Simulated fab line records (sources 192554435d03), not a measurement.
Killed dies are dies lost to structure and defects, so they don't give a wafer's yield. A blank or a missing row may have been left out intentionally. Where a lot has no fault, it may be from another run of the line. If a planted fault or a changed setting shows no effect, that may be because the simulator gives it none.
Which tool was responsible? + flow n5Finfet + 10 lots with 28 wafers sampled at 2 steps, on a route of 1938 steps

WHAT THE GAUGES SHOWED, per wafer
N5_MIM_TOP_LITHO_CD_MEAS_08: the cd target is 2000 nm.
| lot  | measured     | on       | cdNm (nm)            |
|------|--------------|----------|----------------------|
| L618 | day 12 10:35 | cdSem-02 | 1998.4 1998.9 1998.7 |
| L621 | day 14 11:04 | cdSem-02 | 2000.6 2001.2 1998.7 |
| L623 | day 14 15:40 | cdSem-01 | 2001.4 2000.2        |
| L625 | day 14 19:57 | cdSem-01 | 2001.7 2000.2        |
| L628 | day 15 14:59 | cdSem-01 | 1998.9 1998.7 1997.6 |
| L629 | day 15 15:01 | cdSem-03 | 1999.2 2001.8 2000.9 |
| L632 | day 16 23:32 | cdSem-03 | 2001.3 1999.7 2000.4 |
| L635 | day 17 16:25 | cdSem-03 | 2000.8 1998.8 1998.2 |
| L636 | day 17 17:20 | cdSem-02 | 2000.0 1998.9 1999.5 |
| L637 | day 17 17:31 | cdSem-03 | 2000.6 2002.1 2001.6 |

TOOL THAT RAN EACH LOT (tool first, then ch and the chambers of the sampled wafers, then the start)
| lot  | N5_PASSIVATION_PECVD_00         |
|------|---------------------------------|
| L618 | pecvd-01 ch 0,1,2, day 12 08:53 |
| L621 | pecvd-03 ch 0,2, day 14 07:51   |
| L623 | pecvd-04 ch 1, day 14 11:57     |
| L625 | pecvd-04 ch 2, day 14 17:20     |
| L628 | pecvd-04 ch 0,1, day 15 11:58   |
| L629 | pecvd-01 ch 0,1,2, day 15 12:28 |
| L632 | pecvd-03 ch 0,2, day 16 20:26   |
| L635 | pecvd-04 ch 1,2, day 17 12:02   |
| L636 | pecvd-01 ch 0,1, day 17 13:58   |
| L637 | pecvd-03 ch 0,2, day 17 14:14   |
- N5_PASSIVATION_PECVD_00: deposits SiO2 from SiH4/N2O, target thk 200 nm, time 11.2 s.

WHAT THE TOOLS THEMSELVES READ (means of the sampled wafers that have a number; where no wafer has one, the mark that the record gives instead)
N5_PASSIVATION_PECVD_00.
| lot  | tool     | heaterPowerW (W) | showerheadPlenumPTorr (Torr) | throttleValvePct (%) |
|------|----------|------------------|------------------------------|----------------------|
| L618 | pecvd-01 | 472              | 8.19                         | 51.5                 |
| L621 | pecvd-03 | 630              | 8.07                         | 50.0                 |
| L623 | pecvd-04 | 570              | 8.11                         | 54.8                 |
| L625 | pecvd-04 | 538              | 8.17                         | 48.2                 |
| L628 | pecvd-04 | 676              | 8.11                         | 52.2                 |
| L629 | pecvd-01 | 493              | 8.21                         | 51.7                 |
| L632 | pecvd-03 | 661              | 8.08                         | 50.2                 |
| L635 | pecvd-04 | 542              | 8.13                         | 52.9                 |
| L636 | pecvd-01 | 535              | 8.19                         | 51.6                 |
| L637 | pecvd-03 | 619              | 8.07                         | 50.2                 |

THE ANSWER, worked out from the rows above alone
Rule: what is usual is taken from the lots themselves. The widest of any qualifying gaps counts: lots, ordered by their means at a reading, are off when they make up no more than a third of the lots, leave a main group of 4 or more, and stand apart from it by 3 or more times the standard deviation of that group's means. A main group whose means are all the same, to the digits that the tables above print for the reading, isn't used. A lot without any number at a reading at which 4 lots or more have one is off too. The other lots that the step has rows for count as sound. The gauges are gone through in route order, then the tools' own readings, and for those a lot's mean is taken as printed above. The first step at which some lot is off is used, and at that step the reading that is off furthest; a lot without a number counts as furthest.
No lot is off at any reading shown: from this, nothing can be told.

WHAT THE SIMULATOR HAD INSERTED
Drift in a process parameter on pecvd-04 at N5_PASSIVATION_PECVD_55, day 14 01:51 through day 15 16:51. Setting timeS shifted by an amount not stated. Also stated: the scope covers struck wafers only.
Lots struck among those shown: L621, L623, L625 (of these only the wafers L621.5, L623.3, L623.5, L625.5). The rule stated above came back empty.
